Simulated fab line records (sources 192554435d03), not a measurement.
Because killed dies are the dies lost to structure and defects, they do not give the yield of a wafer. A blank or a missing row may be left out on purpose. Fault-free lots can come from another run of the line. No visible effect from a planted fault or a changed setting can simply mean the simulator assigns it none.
Matching of chambers || flow n5_finfet || N5_BEOL_M9_STRIP_67 on rie_diel-03: 4 sister chambers
The step strips in CF4. 20 wafers are shown with their chamber, then 10 later ones without.

WAFERS, EACH WITH ITS CHAMBER
{"wafer": "L078.1", "chamber": 1, "showerhead_plenum_p_Torr (Torr)": 1.70, "drypump_motor_current_A (A)": 6.0, "throttle_valve_pct (%)": 13.65}
{"wafer": "L078.4", "chamber": 2, "showerhead_plenum_p_Torr (Torr)": 1.82, "drypump_motor_current_A (A)": 6.2, "throttle_valve_pct (%)": 13.46}
{"wafer": "L078.5", "chamber": 1, "showerhead_plenum_p_Torr (Torr)": 1.70, "drypump_motor_current_A (A)": 6.0, "throttle_valve_pct (%)": 13.64}
{"wafer": "L080.2", "chamber": 2, "showerhead_plenum_p_Torr (Torr)": 1.82, "drypump_motor_current_A (A)": 6.2, "throttle_valve_pct (%)": 13.46}
{"wafer": "L080.5", "chamber": 2, "showerhead_plenum_p_Torr (Torr)": 1.82, "drypump_motor_current_A (A)": 6.2, "throttle_valve_pct (%)": 13.45}
{"wafer": "L080.6", "chamber": 3, "showerhead_plenum_p_Torr (Torr)": 1.90, "drypump_motor_current_A (A)": 6.1, "throttle_valve_pct (%)": 13.58}
{"wafer": "L084.1", "chamber": 2, "showerhead_plenum_p_Torr (Torr)": 1.82, "drypump_motor_current_A (A)": 6.1, "throttle_valve_pct (%)": 13.48}
{"wafer": "L084.3", "chamber": 1, "showerhead_plenum_p_Torr (Torr)": 1.70, "drypump_motor_current_A (A)": 6.0, "throttle_valve_pct (%)": 13.66}
{"wafer": "L084.6", "chamber": 0, "showerhead_plenum_p_Torr (Torr)": 1.79, "drypump_motor_current_A (A)": 5.4, "throttle_valve_pct (%)": 13.82}
{"wafer": "L086.3", "chamber": 3, "showerhead_plenum_p_Torr (Torr)": 1.90, "drypump_motor_current_A (A)": 6.0, "throttle_valve_pct (%)": 13.61}
{"wafer": "L086.4", "chamber": 1, "showerhead_plenum_p_Torr (Torr)": 1.70, "drypump_motor_current_A (A)": 6.0, "throttle_valve_pct (%)": 13.66}
{"wafer": "L086.5", "chamber": 3, "showerhead_plenum_p_Torr (Torr)": 1.90, "drypump_motor_current_A (A)": 6.0, "throttle_valve_pct (%)": 13.62}
{"wafer": "L085.2", "chamber": 1, "showerhead_plenum_p_Torr (Torr)": 1.70, "drypump_motor_current_A (A)": 6.0, "throttle_valve_pct (%)": 13.65}
{"wafer": "L085.5", "chamber": 3, "showerhead_plenum_p_Torr (Torr)": 1.90, "drypump_motor_current_A (A)": 6.1, "throttle_valve_pct (%)": 13.62}
{"wafer": "L085.6", "chamber": 1, "showerhead_plenum_p_Torr (Torr)": 1.70, "drypump_motor_current_A (A)": 6.0, "throttle_valve_pct (%)": 13.68}
{"wafer": "L090.1", "chamber": 2, "showerhead_plenum_p_Torr (Torr)": 1.82, "drypump_motor_current_A (A)": 6.2, "throttle_valve_pct (%)": 13.49}
{"wafer": "L090.2", "chamber": 0, "showerhead_plenum_p_Torr (Torr)": 1.78, "drypump_motor_current_A (A)": 5.4, "throttle_valve_pct (%)": 13.85}
{"wafer": "L090.3", "chamber": 3, "showerhead_plenum_p_Torr (Torr)": 1.90, "drypump_motor_current_A (A)": 6.1, "throttle_valve_pct (%)": 13.64}
{"wafer": "L093.1", "chamber": 2, "showerhead_plenum_p_Torr (Torr)": 1.81, "drypump_motor_current_A (A)": 6.1, "throttle_valve_pct (%)": 13.52}
{"wafer": "L093.4", "chamber": 0, "showerhead_plenum_p_Torr (Torr)": 1.78, "drypump_motor_current_A (A)": 5.4, "throttle_valve_pct (%)": 13.87}

SIGNATURES (averages over the wafers above)
{"reading": "showerhead_plenum_p_Torr", "chamber 0": 1.7833, "chamber 1": 1.7000, "chamber 2": 1.8183, "chamber 3": 1.9000, "scatter within a chamber": 0.00306}
{"reading": "drypump_motor_current_A", "chamber 0": 5.400, "chamber 1": 6.000, "chamber 2": 6.167, "chamber 3": 6.060, "scatter within a chamber": 0.0398}
{"reading": "throttle_valve_pct", "chamber 0": 13.8467, "chamber 1": 13.6567, "chamber 2": 13.4767, "chamber 3": 13.6140, "scatter within a chamber": 0.0216}
Rule: for a wafer and a chamber, the distance is found by dividing, reading by reading, the gap between the wafer's reading and the chamber's mean by the reading's scatter, squaring, summing and taking the root. The wafer belongs to the nearest chamber; if the next one is less than 2 further off, it can't be placed. How the scatter is found: for the shown wafers, subtract from each reading the mean of its chamber, square and add these, divide the total by (wafers less chambers), then take the root.

WAFERS MISSING THEIR CHAMBER
{"wafer": "L093.6", "showerhead_plenum_p_Torr (Torr)": 1.70, "drypump_motor_current_A (A)": 6.0, "throttle_valve_pct (%)": 13.72}
{"wafer": "L094.1", "showerhead_plenum_p_Torr (Torr)": 1.69, "drypump_motor_current_A (A)": 6.0, "throttle_valve_pct (%)": 13.72}
{"wafer": "L094.2", "showerhead_plenum_p_Torr (Torr)": 1.89, "drypump_motor_current_A (A)": 6.0, "throttle_valve_pct (%)": 13.66}
{"wafer": "L094.3", "showerhead_plenum_p_Torr (Torr)": 1.78, "drypump_motor_current_A (A)": 5.4, "throttle_valve_pct (%)": 13.88}
{"wafer": "L096.1", "showerhead_plenum_p_Torr (Torr)": 1.89, "drypump_motor_current_A (A)": 6.1, "throttle_valve_pct (%)": 13.68}
{"wafer": "L096.3", "showerhead_plenum_p_Torr (Torr)": 1.78, "drypump_motor_current_A (A)": 5.4, "throttle_valve_pct (%)": 13.87}
{"wafer": "L096.4", "showerhead_plenum_p_Torr (Torr)": 1.69, "drypump_motor_current_A (A)": 6.0, "throttle_valve_pct (%)": 13.72}
{"wafer": "L091.3", "showerhead_plenum_p_Torr (Torr)": 1.78, "drypump_motor_current_A (A)": 5.4, "throttle_valve_pct (%)": 13.90}
{"wafer": "L091.4", "showerhead_plenum_p_Torr (Torr)": 1.78, "drypump_motor_current_A (A)": 5.4, "throttle_valve_pct (%)": 13.87}
{"wafer": "L091.6", "showerhead_plenum_p_Torr (Torr)": 1.89, "drypump_motor_current_A (A)": 6.1, "throttle_valve_pct (%)": 13.70}

WHICH CHAMBER EACH WENT THROUGH
{"wafer": "L093.6", "from the rows above": 1, "in truth": 1}
{"wafer": "L094.1", "from the rows above": 1, "in truth": 1}
{"wafer": "L094.2", "from the rows above": 3, "in truth": 3}
{"wafer": "L094.3", "from the rows above": 0, "in truth": 0}
{"wafer": "L096.1", "from the rows above": 3, "in truth": 3}
{"wafer": "L096.3", "from the rows above": 0, "in truth": 0}
{"wafer": "L096.4", "from the rows above": 1, "in truth": 1}
{"wafer": "L091.3", "from the rows above": 0, "in truth": 0}
{"wafer": "L091.4", "from the rows above": 0, "in truth": 0}
{"wafer": "L091.6", "from the rows above": 3, "in truth": 3}
Correct placement for 10 of the 10. Not placeable from these rows: 0. 0 placed wrongly.
